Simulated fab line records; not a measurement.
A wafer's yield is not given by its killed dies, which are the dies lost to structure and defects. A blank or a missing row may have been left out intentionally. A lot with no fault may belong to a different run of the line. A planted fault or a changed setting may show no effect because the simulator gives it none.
What tool caused it? + flow n5-finfet + 9 lots with 26 wafers sampled at 5 steps, on a route of 1938 steps

== WHAT EACH GAUGE READ, for each wafer ==
N5_BEOL_M4_RC_MEAS_101.
| lot  | measured     | on        | DIBL_N (mV/V)  |
|------|--------------|-----------|----------------|
| L291 | day 8 21:15  | prober-02 | 34.6 33.6 33.5 |
| L293 | day 9 14:58  | prober-02 | 32.7 37.3 35.7 |
| L297 | day 10 07:52 | prober-02 | 37.0 36.0 39.7 |
| L301 | day 11 11:53 | prober-02 | 36.6 38.0 30.6 |
| L302 | day 11 20:52 | prober-02 | 40.2 38.9 38.6 |
| L305 | day 12 11:42 | prober-02 | 34.1 37.7 34.2 |
| L306 | day 12 07:01 | prober-02 | 37.8 34.2 38.7 |
| L307 | day 13 13:41 | prober-02 | 36.5 40.5 36.9 |
| L313 | day 14 06:51 | prober-02 | 37.1 34.0      |

== EACH LOT AND THE TOOL THAT RAN IT (in order: tool; ch and the chambers of the sampled wafers; start) ==
| lot  | N5_HKMG_FIN_STRIP_90              | N5_HKMG_FIN_CMP_23           | N5_GATE_CUT_ETCHBACK_30          | N5_GATE_CUT_ETCH_58               |
|------|-----------------------------------|------------------------------|----------------------------------|-----------------------------------|
| L291 | rie-diel-01 ch 0,1,2, day 4 13:41 | cmp-02 ch 0,3, day 4 14:59   | rie-metal-03 ch 0,1, day 4 15:52 | rie-diel-03 ch 1,2,3, day 4 15:56 |
| L293 | rie-diel-02 ch 0,1,2, day 4 23:02 | cmp-01 ch 1,3, day 5 00:15   | rie-metal-03 ch 0,1, day 5 01:13 | rie-diel-06 ch 0,1,3, day 5 01:17 |
| L297 | rie-diel-02 ch 0,2,3, day 6 05:23 | cmp-02 ch 2,3, day 6 06:41   | rie-metal-01 ch 0,1, day 6 07:34 | rie-diel-06 ch 0,3, day 6 07:38   |
| L301 | rie-diel-05 ch 0,1,3, day 7 03:14 | cmp-01 ch 0,1,2, day 7 04:31 | rie-metal-03 ch 0,1, day 7 05:28 | rie-diel-03 ch 0,2,3, day 7 05:33 |
| L302 | rie-diel-05 ch 0,2,3, day 7 09:13 | cmp-01 ch 0,1,3, day 7 10:37 | rie-metal-01 ch 0,1, day 7 11:34 | rie-diel-03 ch 1,2,3, day 7 11:39 |
| L305 | rie-diel-05 ch 0,1,2, day 8 02:47 | cmp-01 ch 2,3, day 8 04:00   | rie-metal-02 ch 1, day 8 05:10   | rie-diel-03 ch 0,1, day 8 05:19   |
| L306 | rie-diel-01 ch 0,3, day 8 10:02   | cmp-03 ch 0,1, day 8 11:20   | rie-metal-02 ch 1, day 8 12:25   | rie-diel-03 ch 1,2,3, day 8 12:35 |
| L307 | rie-diel-05 ch 0,2,3, day 8 11:58 | cmp-01 ch 0,1,3, day 8 13:11 | rie-metal-01 ch 0,1, day 8 14:08 | rie-diel-03 ch 0,1,2, day 8 14:13 |
| L313 | rie-diel-05 ch 0,2, day 10 04:38  | cmp-02 ch 3, day 10 05:57    | rie-metal-01 ch 1, day 10 06:50  | rie-diel-04 ch 1,2, day 10 06:55  |
- N5_HKMG_FIN_STRIP_90: strips SOC in N2/H2, time 20 s.
- N5_HKMG_FIN_CMP_23: polishes, stops on SiNx, t overpolish 10 s, target thk 46.326 nm.
- N5_GATE_CUT_ETCHBACK_30: etches TiN in Cl2/Ar, target depth 3 nm.
- N5_GATE_CUT_ETCH_58: etches SiNx in CH3F/O2, target depth 17 nm, time 128.6 s.

== THE ANSWER, worked out from the rows above alone ==
Rule: what is usual is taken from the lots themselves. The widest of any qualifying gaps counts: lots, ordered by their means at a reading, are off when they make up no more than a third of the lots, leave a main group of 4 or more, and stand apart from it by 3 or more times the standard deviation of that group's means. A main group is skipped when, at the precision printed for the reading in the tables above, its means are all equal. A lot without any number at a reading at which 4 lots or more have one is off too. All remaining lots with rows at the step are treated as sound.
Nothing can be told from this: no lot is off at any reading shown.

== WHAT THE SIMULATOR HAD PUT IN ==
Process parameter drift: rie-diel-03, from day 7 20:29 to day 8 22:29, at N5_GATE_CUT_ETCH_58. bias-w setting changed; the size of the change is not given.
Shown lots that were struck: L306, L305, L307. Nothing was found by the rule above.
